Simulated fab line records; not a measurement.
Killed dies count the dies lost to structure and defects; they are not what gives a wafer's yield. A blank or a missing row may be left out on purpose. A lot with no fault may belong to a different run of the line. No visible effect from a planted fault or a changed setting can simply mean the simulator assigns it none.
fab line records    flow n5Finfet
record: lots: 6  wafers: 18  lastDay: 17
route steps=1938 shown BEOL_M9@1455 BEOL_M10@1470 PASSIVATION@1936
lots that met no fault: from a run of the same line without faults
startH: the number of hours between the record's first day and the start of the first shown wafer of the lot    waitH: hours since the lot's step before    " the same as in the row above    L1.1+2: a row that stands for several wafers    - no value, or no start given    * or withheld: withheld    < > ~ a bound
route shown NAME@n: NAME is a module with steps in the file, n the number in the route of the first one    usual: mean/standard deviation taken from wafers without a fault    same: alike in all rows    chamber/n: place in a boat    sites: each site's reading    _std_site: the standard deviation of these    _edge_site: outer sites' mean less inner sites'    radiusMm: for every site, how far away it sits from the centre of the wafer    mask NAME#n: copy n    behind: the most recent tool/chamber to have shaped the wafer    hold: why the lot went on hold/how many hours it stayed there/how the hold came to an end    device: the transistor (n, p or np) that didn't switch    end of line: at the end of the route, the tests of the same wafers    a step with no rows: only its recipe    killed: not the wafer's yield, but the dies lost to structure and defects at the first sort    map: a wafer's dies, x killed, . not, _ none there
set.NAME: the setting that was run; set.NAME@STEP: the one run at that earlier step    model.NAME: the simulator's own value behind a step, which no gauge read
lots at selected steps of the route; one table per step, one row per wafer
services: the hour from which a tool's chamber was out of use, counted from the record's first day as startH (under 0 if before that day), plus the number of hours and why
== steps ==
step: N5_BEOL_M9_CURE_72
recipe: tempC: 370  timeS: 120  ambient: DMADMS/He  material: SiCOH_lowk
step: N5_BEOL_M9_DEGAS_44
recipe: ambient: vacuum  tempC: 250  timeS: 60
usual: heaterPowerW: 326/23
lot.wafer  tool           chamber  startH  waitH  heaterPowerW
L127.1     pvdSputter-03  -        242.00  0.4    324
L127.5     "              -        "       "      325
L127.6     "              -        "       "      309
L128.1     pvdSputter-02  -        243.35  0.8    382
L128.4     "              -        "       "      306
L128.5     "              -        "       "      386
L137.1     pvdSputter-02  -        300.72  0.4    353
L137.3     "              -        "       "      339
L137.4     "              -        "       "      310
L136.3     pvdSputter-03  -        301.45  0.7    329
L136.5     "              -        "       "      288
L136.6     "              -        "       "      310
L141.1     pvdSputter-02  -        331.60  0.5    342
L141.3     "              -        "       "      378
L141.5     "              -        "       "      370
L143.2     pvdSputter-03  -        343.00  0.6    291
L143.3     "              -        "       "      312
L143.4     "              -        "       "      307
step: N5_BEOL_M9_PRE_CLEAN_45
recipe: gas: H2/He  timeS: 30  tempC: 250
usual: heaterPowerW: 326/24
lot.wafer  tool           chamber  startH  waitH  heaterPowerW
L127.1     pvdSputter-03  -        242.04  0.0    336
L127.5     "              -        "       "      324
L127.6     "              -        "       "      315
L128.1     pvdSputter-02  -        243.39  0.0    377
L128.4     "              -        "       "      310
L128.5     "              -        "       "      378
L137.1     pvdSputter-02  -        300.76  0.0    382
L137.3     "              -        "       "      346
L137.4     "              -        "       "      304
L136.3     pvdSputter-03  -        301.49  0.0    323
L136.5     "              -        "       "      287
L136.6     "              -        "       "      317
L141.1     pvdSputter-02  -        331.64  0.0    353
L141.3     "              -        "       "      371
L141.5     "              -        "       "      370
L143.2     pvdSputter-03  -        343.04  0.0    284
L143.3     "              -        "       "      316
L143.4     "              -        "       "      311
step: N5_BEOL_M9_ALD_74
recipe: material: TaN  targetThkA: 20  tempC: 275  aldPrecursorFamily: PDMAT  aldCoReactant: NH3  pressureTorr: 3  carrierFlowSccm: 1500  pulseTimeS: 2  purgeTimeS: 3  coReactantPurgeTimeS: 2  coReactantPulseTimeS: 3  aldCycles: 40  precursorVesselTempC: 75  precursorVesselPressureTorr: 26.25  precursorVesselCarrierSccm: 1000
step: N5_BEOL_M9_SURFACE_TREAT_79
recipe: gas: Ar  timeS: *  ionEnergyEv: *  ionCurrentMaCm2: 0.5  pressureMtorr: *  arFlowSccm: 30
usual: throttleValvePct: *
lot.wafer  tool           chamber  startH  waitH  throttleValvePct
L127.1     pvdSputter-02  -        242.77  0.3    *
L127.5     "              -        "       "      *
L127.6     "              -        "       "      *
L128.1     pvdSputter-01  -        243.78  0.2    *
L128.4     "              -        "       "      *
L128.5     "              -        "       "      *
L137.1     pvdSputter-03  -        301.37  0.4    *
L137.3     "              -        "       "      *
L137.4     "              -        "       "      *
L136.3     pvdSputter-03  -        302.21  0.5    *
L136.5     "              -        "       "      *
L136.6     "              -        "       "      *
L141.1     pvdSputter-01  -        332.06  0.2    *
L141.3     "              -        "       "      *
L141.5     "              -        "       "      *
L143.2     pvdSputter-03  -        343.46  0.2    *
L143.3     "              -        "       "      *
L143.4     "              -        "       "      *
step: N5_BEOL_M9_CVD_78
recipe: material: Co  targetThkA: 20  tempC: withheld  precursor: CCTBA/H2  pressureTorr: 30  timeS: 138.9
step: N5_BEOL_M9_SPUTTER_48
recipe: material: Cu  targetThkA: 120  tempC: -20  biasV: 60  powerW: 26000  chamberPressurePa: 0.13  timeS: 2
step: N5_BEOL_M9_ECD_50
recipe: material: Cu  targetThkA: 3180
step: N5_BEOL_M9_ANNEAL_51
recipe: tempC: 225  timeS: 90  ambient: N2
step: N5_BEOL_M9_CMP_52
recipe: stopOn: SiCOH_lowk  tOverpolishS: 7  downForcePsi: 1  platenRpm: 50  clearingPlatenDownForcePsi: 1.5  clearingPlatenRpm: 50  postCmpClean: cuAlkaline  targetThkNm: 140  clearingPlatenPadVelocityMS: 0.99484  padVelocityMS: 0.99484
usual: barrierFieldEndpointS: 29.1/1  motorCurrentA: 6.4/0.58  overpolishRunS: 7.000/0.0083  padLifeWafers: 1053/660  timeToEndpointS: 67/4.8
lot.wafer  tool    chamber  startH  waitH  barrierFieldEndpointS  motorCurrentA  overpolishRunS  padLifeWafers  timeToEndpointS
L127.1     cmp-02  2        244.39  0.3    28.9                   7.4            7.004           1830           60
L127.5     "       2        "       "      28.3                   7.2            7.002           -              59
L127.6     "       3        "       "      29.2                   5.2            6.992           -              63
L128.1     cmp-01  1        245.86  0.5    29.7                   5.5            7.003           1518           67
L128.4     "       2        "       "      30.3                   6.5            6.999           1519           65
L128.5     "       2        "       "      29.3                   6.2            7.003           -              65
L137.1     cmp-01  2        302.57  0.3    29.0                   6.1            7.011           1944           67
L137.3     "       3        "       "      30.2                   6.3            6.999           1945           73
L137.4     "       0        "       "      29.6                   6.7            7.018           1946           70
L136.3     cmp-03  2        303.25  0.3    27.8                   6.8            6.999           549            64
L136.5     "       3        "       "      28.0                   6.9            7.011           -              57
L136.6     "       0        "       "      29.7                   7.4            6.996           -              73
L141.3     cmp-03  0        332.76  0.2    30.6                   6.9            7.004           786            78
L141.1     "       3        "       "      27.6                   6.5            6.999           789            61
L141.5     "       0        "       "      31.3                   7.0            6.985           -              78
L143.2     cmp-03  2        344.30  0.2    29.1                   7.1            6.997           906            68
L143.3     "       3        "       "      27.4                   6.9            7.013           907            61
L143.4     "       1        "       "      27.8                   6.2            7.008           909            66
step: N5_BEOL_M9_THK_MEAS_53
recipe: thkMeasGauge: xrf  reads: Cu_of_BEOL_M9_ECD_50
usual: M9_THK: 137/4.4
lot.wafer  tool          chamber  startH  waitH  M9_THK[nm]
L127.1     filmMetro-02  -        244.68  -      142
L127.5     "             -        "       "      126
L127.6     "             -        "       "      145
L128.1     filmMetro-02  -        246.15  -      134
L128.4     "             -        "       "      137
L128.5     "             -        "       "      134
L137.1     filmMetro-02  -        302.87  -      141
L137.3     "             -        "       "      140
L137.4     "             -        "       "      139
L136.3     filmMetro-02  -        303.43  -      136
L136.5     "             -        "       "      135
L136.6     "             -        "       "      134
L141.1     filmMetro-01  -        333.06  -      134
L141.3     "             -        "       "      139
L141.5     "             -        "       "      139
L143.2     filmMetro-01  -        344.59  -      136
L143.3     "             -        "       "      140
L143.4     "             -        "       "      138
step: N5_BEOL_M9_PRE_CLEAN_55
recipe: gas: NH3  timeS: 15  tempC: withheld  rfPowerW: 300
step: N5_BEOL_M9_DEP_56
recipe: material: SiCN  targetThkA: 150  tempC: withheld  precursor: 3MS/NH3  pressureTorr: 3  rfW: 202  timeS: 26.5
usual: showerheadPlenumPTorr: 3.664/0.014  throttleValvePct: 9.1/0.48
lot.wafer  tool      chamber  startH  waitH  showerheadPlenumPTorr  throttleValvePct
L127.1     pecvd-01  0        244.74  0.0    3.676                  8.8
L127.5     "         1        "       "      3.677                  9.1
L127.6     "         2        "       "      3.662                  8.7
L128.1     pecvd-04  1        246.21  0.0    3.681                  9.5
L128.4     "         1        "       "      3.670                  9.4
L128.5     "         0        "       "      3.655                  9.8
L137.1     pecvd-04  2        302.93  0.0    3.656                  8.6
L137.3     "         1        "       "      3.674                  9.8
L137.4     "         2        "       "      3.655                  8.6
L136.3     pecvd-04  2        303.49  0.0    3.654                  8.5
L136.5     "         1        "       "      3.681                  9.6
L136.6     "         0        "       "      3.650                  10.0
L141.1     pecvd-03  1        333.12  0.0    3.642                  9.3
L141.3     "         2        "       "      3.678                  8.8
L141.5     "         1        "       "      3.639                  9.0
L143.2     pecvd-01  2        344.65  0.0    3.659                  9.0
L143.3     "         0        "       "      3.676                  8.5
L143.4     "         1        "       "      3.686                  9.0
step: N5_BEOL_M9_RS_MEAS_57
recipe: thkMeasGauge: four-point-probe  reads: Cu_of_BEOL_M9_ECD_50+Co_of_BEOL_M9_CVD_78+TaN_of_BEOL_M9_ALD_74
usual: M9_RS: 0.152/0.0053
lot.wafer  tool          chamber  startH  waitH  M9_RS[ohm/sq]
L127.1     filmMetro-01  -        244.82  0.1    0.146
L127.5     "             -        "       "      0.167
L127.6     "             -        "       "      0.143
L128.1     filmMetro-02  -        246.29  0.1    0.155
L128.4     "             -        "       "      0.152
L128.5     "             -        "       "      0.155
L137.1     filmMetro-02  -        303.00  0.1    0.147
L137.3     "             -        "       "      0.149
L137.4     "             -        "       "      0.149
L136.3     filmMetro-01  -        303.56  0.1    0.153
L136.5     "             -        "       "      0.156
L136.6     "             -        "       "      0.157
L141.1     filmMetro-02  -        333.19  0.1    0.156
L141.3     "             -        "       "      0.150
L141.5     "             -        "       "      0.150
L143.2     filmMetro-02  -        344.73  0.1    0.152
L143.3     "             -        "       "      0.148
L143.4     "             -        "       "      0.149
step: N5_BEOL_M9_INSPECT_58
recipe: inspectInstrument: darkfield  mode: postDep
usual: rawDefectCount: 73/23
lot.wafer  tool              chamber  startH  waitH  rawDefectCount
L127.1     defectInspect-02  -        244.84  0.0    112
L127.5     "                 -        "       "      54
L127.6     "                 -        "       "      66
L128.1     defectInspect-02  -        246.31  0.0    85
L128.4     "                 -        "       "      94
L128.5     "                 -        "       "      74
L137.1     defectInspect-01  -        303.03  0.0    986
L137.3     "                 -        "       "      952
L137.4     "                 -        "       "      990
L136.3     defectInspect-02  -        303.59  0.0    1013
L136.5     "                 -        "       "      988
L136.6     "                 -        "       "      1001
L141.1     defectInspect-02  -        333.22  0.0    67
L141.3     "                 -        "       "      77
L141.5     "                 -        "       "      77
L143.2     defectInspect-02  -        344.75  0.0    53
L143.3     "                 -        "       "      109
L143.4     "                 -        "       "      84
step: N5_BEOL_M10_ILD_DEP_00
recipe: material: SiCOH_lowk  targetThkA: 3085.1  tempC: 300  precursor: DEMS/porogen  pressureTorr: 5  rfW: 500  timeS: 58
step: N5_BEOL_M10_CURE_71
recipe: tempC: 385  timeS: 240  ambient: He/Ar  material: SiCOH_lowk
step: N5_BEOL_M10_THK_MEAS_01
recipe: reads: SiCOH_lowk_of_BEOL_M10_ILD_DEP_00
usual: M10_ILD_THK: 269/3.8
lot.wafer  tool          chamber  startH  waitH  M10_ILD_THK[nm]
L127.1     filmMetro-02  -        245.48  0.4    264
L127.5     "             -        "       "      275
L127.6     "             -        "       "      270
L128.1     filmMetro-01  -        246.94  0.4    265
L128.4     "             -        "       "      266
L128.5     "             -        "       "      268
L137.1     filmMetro-02  -        303.95  0.4    265
L137.3     "             -        "       "      268
L137.4     "             -        "       "      278
L136.3     filmMetro-01  -        304.43  0.3    273
L136.5     "             -        "       "      266
L136.6     "             -        "       "      274
L141.1     filmMetro-02  -        333.88  0.4    263
L141.3     "             -        "       "      273
L141.5     "             -        "       "      270
L143.2     filmMetro-02  -        345.86  0.7    271
L143.3     "             -        "       "      268
L143.4     "             -        "       "      271
step: N5_BEOL_M10_PECVD_70
recipe: material: SiO2  targetThkA: 200  tempC: 400  precursor: TEOS/O2  pressureTorr: 5.5  rfW: 450  teosFlowSccm: 53.8  gas: O2  flowSccm: 3000  timeS: 22.7
step: N5_BEOL_M10_HM_DEP_02
recipe: material: TiN  targetThkA: 200  tempC: 25  chamberPressurePa: 0.49996
step: N5_BEOL_M10_COAT_59
recipe: resist: SOC  tempC: 250  timeS: 60  spinRpm: 1500  resistThkNm: 100
step: N5_BEOL_M10_COAT_60
recipe: resist: SiARC  tempC: 220  timeS: 60  spinRpm: 1500  resistThkNm: 30
step: N5_BEOL_M10_COAT_05
recipe: resist: CAR-ArF  spinRpm: 1500  resistThkNm: 90
step: N5_BEOL_M10_EBR_07
recipe: solvent: PGMEA  ebrWidthMm: 1.5
step: N5_BEOL_M10_SOFTBAKE_06
recipe: tempC: 110  timeS: 60  resist: CAR-ArF
step: N5_BEOL_M10_EXPOSE_08
recipe: maskId: M10  na: 1.35  sourceShape: dipole  sigmaInner: 0.411  sigmaOuter: 0.611  polarization: te  doseMj: 53.75
step: N5_BEOL_M10_PEB_09
recipe: pebTempC: withheld  pebTimeS: 60  resist: CAR-ArF
step: N5_BEOL_M10_DEVELOP_10
recipe: developTimeS: 30  developer: TMAH  resist: CAR-ArF  rinseLiquid: diw  dry: airSpin  devTempC: 23
step: N5_BEOL_M10_CD_MEAS_11
recipe: targetCdNm: 64.1  landingEnergyEv: 500  detector: seInlens  polarity: opening
usual: cdNm: 63.9/0.77
lot.wafer  tool      chamber  startH  waitH  cdNm
L127.1     cdSem-01  0        248.08  -      63.7
L127.5     "         0        "       "      64.0
L127.6     "         0        "       "      64.4
L128.1     cdSem-02  0        248.72  -      62.5
L128.4     "         0        "       "      63.5
L128.5     "         0        "       "      64.1
L137.1     cdSem-01  0        306.64  -      64.5
L137.3     "         0        "       "      63.1
L137.4     "         0        "       "      64.5
L136.3     cdSem-02  0        306.84  -      65.5
L136.5     "         0        "       "      65.3
L136.6     "         0        "       "      65.7
L141.1     cdSem-03  0        334.98  -      64.2
L141.3     "         0        "       "      63.5
L141.5     "         0        "       "      64.8
L143.2     cdSem-02  0        346.93  -      63.7
L143.3     "         0        "       "      62.5
L143.4     "         0        "       "      62.7
step: N5_BEOL_M10_OVL_MEAS_12
recipe: pointsPerWafer: 44
usual: M10_OVL: -0.2/0.79
lot.wafer  tool        chamber  startH  waitH  M10_OVL[nm]
L127.1     overlay-01  0        248.11  0.0    1.7
L127.5     "           0        "       "      -0.1
L127.6     "           0        "       "      -0.4
L128.1     overlay-02  0        248.75  0.0    -0.2
L128.4     "           0        "       "      0.4
L128.5     "           0        "       "      0.8
L137.1     overlay-02  0        306.68  0.0    -0.6
L137.3     "           0        "       "      -0.7
L137.4     "           0        "       "      -1.1
L136.3     overlay-02  0        306.87  0.0    -0.2
L136.5     "           0        "       "      -0.7
L136.6     "           0        "       "      0.0
L141.1     overlay-01  0        335.01  0.0    -0.8
L141.3     "           0        "       "      0.4
L141.5     "           0        "       "      -0.3
L143.2     overlay-01  0        346.96  0.0    -0.1
L143.3     "           0        "       "      0.7
L143.4     "           0        "       "      -0.9
step: N5_BEOL_M10_INSPECT_13
recipe: mode: adi  inspectInstrument: brightfield
usual: rawDefectCount: 418/100
lot.wafer  tool              chamber  startH  waitH  rawDefectCount
L127.1     defectInspect-01  -        248.13  0.0    532
L127.5     "                 -        "       "      380
L127.6     "                 -        "       "      282
L128.1     defectInspect-01  -        248.77  0.0    493
L128.4     "                 -        "       "      504
L128.5     "                 -        "       "      421
L137.1     defectInspect-02  -        306.70  0.0    1467
L137.3     "                 -        "       "      1210
L137.4     "                 -        "       "      1427
L136.3     defectInspect-02  -        306.90  0.0    1347
L136.5     "                 -        "       "      1497
L136.6     "                 -        "       "      1293
L141.1     defectInspect-01  -        335.03  0.0    340
L141.3     "                 -        "       "      461
L141.5     "                 -        "       "      378
L143.2     defectInspect-01  -        346.98  0.0    422
L143.3     "                 -        "       "      468
L143.4     "                 -        "       "      448
step: N5_BEOL_M10_DESCUM_16
recipe: chemistry: O2  timeS: 7.9  sourcePowerW: 50  biasPowerW: 20  pressureMtorr: 20  rfFrequencyHz: 2.712e+07  tempC: 40  resist: CAR-ArF  o2FlowSccm: 225
usual: drypumpMotorCurrentA: 5.5/0.38  oesProductAu: 0.81/0.092  rfVppV: 243.0/1.6  showerheadPlenumPTorr: 2.08/0.087  throttleValvePct: 20.4/0.31
lot.wafer  tool        chamber  startH  waitH  drypumpMotorCurrentA  oesProductAu  rfHoursCounterH  rfVppV  showerheadPlenumPTorr  throttleValvePct
L127.1     rieDiel-04  0        248.35  0.2    6.0                   0.88          37               243.2   2.13                   20.2
L127.5     "           0        "       "      6.0                   0.87          -                244.8   2.13                   20.2
L127.6     "           1        "       "      5.6                   0.97          -                245.2   2.20                   20.0
L128.1     rieDiel-04  0        248.96  0.2    6.0                   0.87          37               244.9   2.13                   20.2
L128.4     "           3        "       "      5.0                   0.87          26               244.5   2.14                   19.9
L128.5     "           3        "       "      5.0                   0.87          -                242.8   2.14                   19.9
L137.1     rieDiel-04  0        306.73  0.0    6.0                   0.84          58               242.7   2.12                   20.2
L137.3     "           2        "       "      5.7                   0.88          30               244.5   2.11                   20.5
L137.4     "           3        "       "      5.0                   0.83          50               242.3   2.14                   20.0
L136.3     rieDiel-01  3        307.03  0.1    5.9                   0.68          239              243.7   2.18                   20.8
L136.5     "           3        "       "      5.9                   0.69          -                244.8   2.18                   20.8
L136.6     "           0        "       "      6.0                   0.86          -                240.8   2.00                   20.1
L141.1     rieDiel-01  1        335.06  0.0    5.2                   0.73          206              242.6   2.05                   20.5
L141.3     "           2        "       "      5.4                   0.77          125              242.2   2.14                   20.7
L141.5     "           2        "       "      5.4                   0.77          -                243.0   2.14                   20.7
L143.2     rieDiel-01  0        347.66  0.7    6.0                   0.84          94               242.2   2.00                   20.1
L143.3     "           1        "       "      5.2                   0.72          212              242.5   2.05                   20.5
L143.4     "           2        "       "      5.4                   0.77          -                242.4   2.14                   20.8
step: N5_PASSIVATION_PROBE_49
usual: defectLimitedYield: 91.1/1.6  killed_at_M0_to_M3: 35/11  killed_at_M4_up: 13/5.4  killedAtContacts: 13/6.5  killedAtFrontEnd: 40/14  killedAtOther: 4/3.1  killedDies: 105/18  killedOnRim: 14/4.1  killedOpen: 69/14  killedShort: 34/7.3  sort_bin_5_function: 5.2/0.96  sort_bin_6_memory: 3.4/0.77  sort_bin_8_speed: 0.02/0.13  sortNPass: 1075/19  sortYieldPct: 91.1/1.6
same: grossDies: 1180  killedAtBackSide: 0  sort_bin_4_leakage[%]: 0
lot.wafer  tool       chamber  startH  waitH  defectLimitedYield[%]  killed_at_M0_to_M3  killed_at_M4_up  killedAtContacts  killedAtFrontEnd  killedAtOther  killedDies  killedOnRim  killedOpen  killedShort  sort_bin_5_function[%]  sort_bin_6_memory[%]  sort_bin_8_speed[%]  sortNPass  sortYieldPct[%]
L127.1     prober-02  -        303.50  0.0    91.9                   30                  7                9                 49                0              95          11           61          31           4.5                     3.3                   0                    1085       91.9
L127.5     prober-02  -        303.70  0.2    92.0                   42                  4                10                28                10             94          11           60          32           4.5                     3.4                   0                    1086       92.0
L127.6     prober-02  -        303.75  0.3    92.8                   31                  10               8                 33                3              85          19           57          27           4.3                     2.5                   0                    1095       92.8
L128.1     prober-02  -        308.45  0.0    92.5                   19                  20               13                34                2              88          15           67          19           4.8                     2.3                   0                    1092       92.5
L128.4     prober-02  -        308.60  0.2    93.2                   19                  10               14                37                0              80          13           58          22           4.5                     2.2                   0                    1100       93.2
L128.5     prober-02  -        308.65  0.2    93.4                   27                  11               7                 31                2              78          8            50          26           4.1                     2.5                   0                    1102       93.4
L137.1     prober-02  -        363.98  0.0    82.8                   25                  111              19                47                1              203         35           66          33           10.3                    3.8                   0                    977        82.8
L137.3     prober-02  -        364.08  0.1    84.6                   25                  79               17                61                0              182         30           77          38           8.9                     4.3                   0                    998        84.6
L137.4     prober-02  -        364.13  0.2    83.4                   22                  109              18                46                1              196         35           57          39           11.6                    2.5                   0                    984        83.4
L136.3     prober-02  -        367.98  0.1    84.2                   33                  114              11                26                2              186         28           61          25           10.3                    3.2                   0                    994        84.2
L136.5     prober-02  -        368.08  0.2    84.8                   45                  86               12                33                3              179         34           85          30           8.1                     4.6                   0                    1001       84.8
L136.6     prober-02  -        368.13  0.3    84.9                   46                  95               9                 23                5              178         39           62          37           8.0                     4.6                   0                    1002       84.9
killed by level:class
L127.1 FIN_SAQP:geometricParticle:open=12 FIN_SAQP:geometricParticle:short=10 STI_FIN_REVEAL:geometricParticle:open=10 BEOL_M0_SAQP:geometricParticle:short=10 BEOL_M0_SAQP:geometricParticle:open=8 MOL_CONTACT_COAG:geometricParticle:open=7 DUMMY_GATE:geometricParticle:open=5 BEOL_M3:geometricParticle:open=4
L127.5 BEOL_M3:geometricParticle:open=11 MOL_CONTACT_COAG:geometricParticle:open=8 BEOL_M0_SAQP:geometricParticle:short=8 FIN_SAQP:geometricParticle:open=6 BEOL_M1:geometricParticle:open=6 DUMMY_GATE:geometricParticle:open=5 BEOL_M0_SAQP:geometricParticle:open=5 BEOL_M2:geometricParticle:open=5
L127.6 STI_FIN_REVEAL:geometricParticle:open=10 BEOL_M0_SAQP:geometricParticle:open=9 BEOL_M0_SAQP:geometricParticle:short=6 BEOL_M3:geometricParticle:open=6 FIN_SAQP:geometricParticle:open=5 FIN_SAQP:geometricParticle:short=5 MOL_CONTACT_COAG:geometricParticle:open=5 STI_FIN_REVEAL:geometricParticle:short=3
L128.1 MOL_CONTACT_COAG:geometricParticle:open=12 BEOL_M1:geometricParticle:open=9 BEOL_M4:geometricParticle:open=8 DUMMY_GATE:geometricParticle:open=7 STI_FIN_REVEAL:geometricParticle:open=6 FIN_SAQP:geometricParticle:open=4 FIN_SAQP:geometricParticle:short=4 BEOL_M0:geometricParticle:short=4
L128.4 MOL_CONTACT_COAG:geometricParticle:open=12 FIN_SAQP:geometricParticle:open=10 DUMMY_GATE:geometricParticle:open=8 BEOL_M1:geometricParticle:open=5 FIN_SAQP:geometricParticle:short=4 BEOL_M2:geometricParticle:open=4 BEOL_M2:geometricParticle:short=4 STARTING-WAFER:geometricParticle:open=4
L128.5 BEOL_M1:geometricParticle:open=8 DUMMY_GATE:geometricParticle:short=7 STARTING-WAFER:geometricParticle:open=7 DUMMY_GATE:geometricParticle:open=6 MOL_CONTACT_COAG:geometricParticle:open=5 BEOL_M0:geometricParticle:open=4 BEOL_M3:geometricParticle:open=4 BEOL_M0:geometricParticle:short=3
L137.1 BEOL_M9:unspecified=102 MOL_CONTACT_COAG:geometricParticle:open=17 FIN_SAQP:geometricParticle:open=12 STI_FIN_REVEAL:geometricParticle:open=9 BEOL_M0_SAQP:geometricParticle:short=9 FIN_SAQP:geometricParticle:short=7 GATE_CUT:geometricParticle:short=6 BEOL_M0_SAQP:geometricParticle:open=5
L137.3 BEOL_M9:unspecified=67 FIN_SAQP:geometricParticle:open=16 FIN_SAQP:geometricParticle:short=15 MOL_CONTACT_COAG:geometricParticle:open=12 STI_FIN_REVEAL:geometricParticle:open=11 BEOL_M0_SAQP:geometricParticle:open=11 BEOL_M4:geometricParticle:open=8 GATE_CUT:geometricParticle:short=6
L137.4 BEOL_M9:unspecified=99 MOL_CONTACT_COAG:geometricParticle:open=13 STI_FIN_REVEAL:geometricParticle:open=10 FIN_SAQP:geometricParticle:short=7 BEOL_M0_SAQP:geometricParticle:short=7 MOL_CONTACT_COAG:geometricParticle:short=5 DUMMY_GATE:geometricParticle:open=5 FIN_SAQP:geometricParticle:open=4
L136.3 BEOL_M9:unspecified=99 BEOL_M1:geometricParticle:open=13 FIN_SAQP:geometricParticle:open=7 MOL_CONTACT_COAG:geometricParticle:open=7 BEOL_M2:geometricParticle:open=6 BEOL_M4:geometricParticle:open=5 BEOL_M5:geometricParticle:open=5 FIN_SAQP:geometricParticle:short=4
L136.5 BEOL_M9:unspecified=64 BEOL_M1:geometricParticle:open=21 STI_FIN_REVEAL:geometricParticle:open=13 BEOL_M4:geometricParticle:open=10 BEOL_M0_SAQP:geometricParticle:short=8 MOL_CONTACT_COAG:geometricParticle:open=7 BEOL_M2:geometricParticle:open=7 MOL_CONTACT_COAG:geometricParticle:short=5
L136.6 BEOL_M9:unspecified=78 BEOL_M0_SAQP:geometricParticle:short=13 BEOL_M0_SAQP:geometricParticle:open=11 MOL_CONTACT_COAG:geometricParticle:open=9 FIN_SAQP:geometricParticle:open=8 BEOL_M2:geometricParticle:open=8 BEOL_M1:geometricParticle:open=6 BEOL_M4:geometricParticle:open=5
map L136.3 (x killed, . not)
_________________.......x....________________
______________..x.........x....._____________
___________........x.......x.x.....__________
__________.........................._________
________.............................._______
_______...x......................x.....______
______..............................x..._____
_____x.....x.........x....x....x.x.......____
____.x.....x..............xx..x...........___
___..................x......x..............__
___....x.................................x.__
__...x......................x...x..........._
__...........x.....x..x....................._
_....x....xx............x.........x...xx.....
_.............x..............................
_...........x........x...............x.......
_..x.........x...........x...................
_.......x.....x................x.............
_.........x...x.....x......x.................
_x..................x...x............x.......
_.................x............x......x......
__.......xx..x......x....x..........x......x_
__.............x........x.x...........x..x.._
___.........................x..xxxxxxx.x...__
___................x.......xxxx.xxx.xxx..x.__
____.x.....x.................xxxxxxxxxxx..___
_____....................x..xxxxxxxxxxxxx____
______................x.....xxxxxxxxxxxx_____
_______...xx....x...x.x.....xxxxxxxxxxx______
________........x...x..x...xxxxxxxxxxx_______
__________..........x......xxxxxxxxx_________
___________.......x........xxxxxxxx__________
______________......x.......xxxx_____________
_________________x...........________________
map L137.1 (x killed, . not)
_________________............________________
______________.x..............x._____________
___________........................__________
__________.........................._________
________...................x........x._______
_______...x...........x...x.....x...x.x______
______.................................._____
_____.......x........x...................____
____.x................x.x.x...xx.........x___
___.......x..........x.....x...............__
___.............x...........x......x....x..__
__....x................x...................._
__x.............x.............x............._
_x..x...............x.xx.................x..x
_.....x.x....................................
_...x.........x.x.........xx........x........
_......x...........x.....x....x..........x...
_.............x.............x................
_......x........x......x.........x......x....
_.....x................x...xxx...............
_........x........x.....xx.............xx....
__x....................x...........x...x...._
__.....x..x...............x...x..x....x....x_
___x..x....................x....xxxxxxx....__
___....x....................xxx.xxxxxx.x...__
____............x..x.....xx.xxxxxxxxxxxxxx___
_____........................xxxxxxxxxxxx____
______.....x............xxxxxxxxxxxxxxx._____
_______....x....x.........xxxxxxxxxxxxx______
________...x.............xxxxxxxxxxxxx_______
__________x........x....x.x..xxxxxxx_________
___________x...x....x.....x.xxxxxxx__________
______________..x............xxx_____________
_________________......x.....________________
== services ==
tool        chamber  startH  hours  kind
pecvd-03    -        224.03  1.4    repair
cmp-03      -        231.80  1.0    repair
cmp-01      -        232.64  7.4    pm
cmp-02      -        241.29  2.6    repair
cmp-03      -        242.52  1.3    repair
cmp-03      -        248.23  5.1    pm
cmp-01      -        252.04  3.5    pm
rieDiel-01  -        259.93  15.6   pm
cmp-03      -        278.24  1.5    repair
cmp-02      -        278.69  4.0    pm
rieDiel-01  1        286.84  1.3    repair
pecvd-03    -        290.28  1.3    repair
rieDiel-01  0        311.92  8.4    repair
cmp-01      -        312.84  4.0    pm
pecvd-01    -        316.89  0.2    repair
cmp-03      -        318.26  3.4    pm
pecvd-04    0        327.02  6.8    repair
cmp-01      -        331.15  0.4    repair
cmp-01      -        335.30  2.6    repair
rieDiel-01  3        337.19  -      clean
rieDiel-01  3        337.19  -      consumableReplace:focusRing
rieDiel-01  3        337.19  15.0   scheduledDown
cmp-02      -        338.84  6.6    pm
cmp-03      -        347.56  3.1    repair
== key ==
firstSign: step: N5_BEOL_M9_INSPECT_58  reading: rawDefectCount  direction: up  sigmas: 40  usual: 73  struck: 988
effect: step: N5_BEOL_M10_INSPECT_13  reading: rawDefectCount  direction: up  sigmas: 9.6  usual: 418  struck: 1374
effect: step: N5_PASSIVATION_PROBE_49  reading: killed_at_M4_up  direction: up  sigmas: 16  usual: 13  struck: 99
moreKillsBornAt: N5_BEOL_M9_DEP_56@pecvd-04: 509
metAt N5_BEOL_M9_DEP_56
struckWafers L136.3,L136.5,L136.6,L137.1,L137.3,L137.4
onsetBetween 246.21 302.93
fault: kind: chamberParticleSource  tool: pecvd-04  chamber: -  onsetH: 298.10  steps: N5_BEOL_M9_DEP_56  ratePerVisitCm2: 1.3939  endH: 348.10
